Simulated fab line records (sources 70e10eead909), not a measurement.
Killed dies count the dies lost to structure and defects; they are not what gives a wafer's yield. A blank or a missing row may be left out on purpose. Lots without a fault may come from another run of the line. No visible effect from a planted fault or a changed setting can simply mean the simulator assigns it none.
Matching of chambers	flow nand-harc	NHARC_P_ZERO_WELL_DESCUM_13 on rie-diel-07 has 4 sister chambers
The step chemistry O2, time 3 s. 14 wafers are shown with their chamber, then 7 later ones without.

WAFERS WITH THEIR CHAMBER
wafer	chamber	showerhead-plenum-p-Torr (Torr)	oes-product-au (a.u.)	throttle-valve-pct (%)
L932.2	2	2.07	0.999	11.319
L932.3	3	1.90	0.997	11.304
L932.5	0	1.85	0.984	11.317
L933.1	3	1.90	0.990	11.303
L933.4	2	2.07	0.994	11.289
L933.6	0	1.85	0.987	11.310
L936.2	3	1.90	0.996	11.302
L936.5	3	1.90	0.991	11.316
L936.6	2	2.07	0.995	11.308
L938.2	2	2.06	0.992	11.322
L938.3	3	1.90	1.003	11.317
L938.5	1	1.83	1.016	11.300
L943.3	3	1.90	1.004	11.312
L943.4	0	1.85	0.987	11.318

SIGNATURES, as means of the wafers listed above
reading	chamber 0	chamber 1	chamber 2	chamber 3	scatter within a chamber
showerhead-plenum-p-Torr	1.8500	1.8300	2.0675	1.9000	0.00274
oes-product-au	0.98600	1.01600	0.99500	0.99683	0.0045
throttle-valve-pct	11.31500	11.30000	11.30950	11.30900	0.00969
Rule: distance of a wafer from a chamber = root of the sum over the readings of ((wafer's reading minus chamber's mean) / reading's scatter) squared. If the next closest chamber is less than 2 further off than the closest, the wafer can't be placed; otherwise it belongs to the closest. The scatter is the square root of a quotient: the sum, over the shown wafers, of each reading's squared deviation from its chamber's mean, divided by wafers minus chambers.

WAFERS WHOSE CHAMBER IS MISSING
wafer	showerhead-plenum-p-Torr (Torr)	oes-product-au (a.u.)	throttle-valve-pct (%)
L943.5	1.90	1.004	11.317
L946.1	2.06	1.003	11.321
L946.4	1.84	0.994	11.326
L946.5	1.82	1.008	11.321
L951.2	1.82	1.015	11.310
L951.3	1.84	0.980	11.293
L951.5	1.89	0.996	11.325

WHICH CHAMBER EACH WENT THROUGH
wafer	from the rows above	in truth
L943.5	3	3
L946.1	2	2
L946.4	0	0
L946.5	1	1
L951.2	1	1
L951.3	0	0
L951.5	3	3
Correct placement for 7 of the 7. Left unplaced by these rows: 0. 0 placed wrongly.
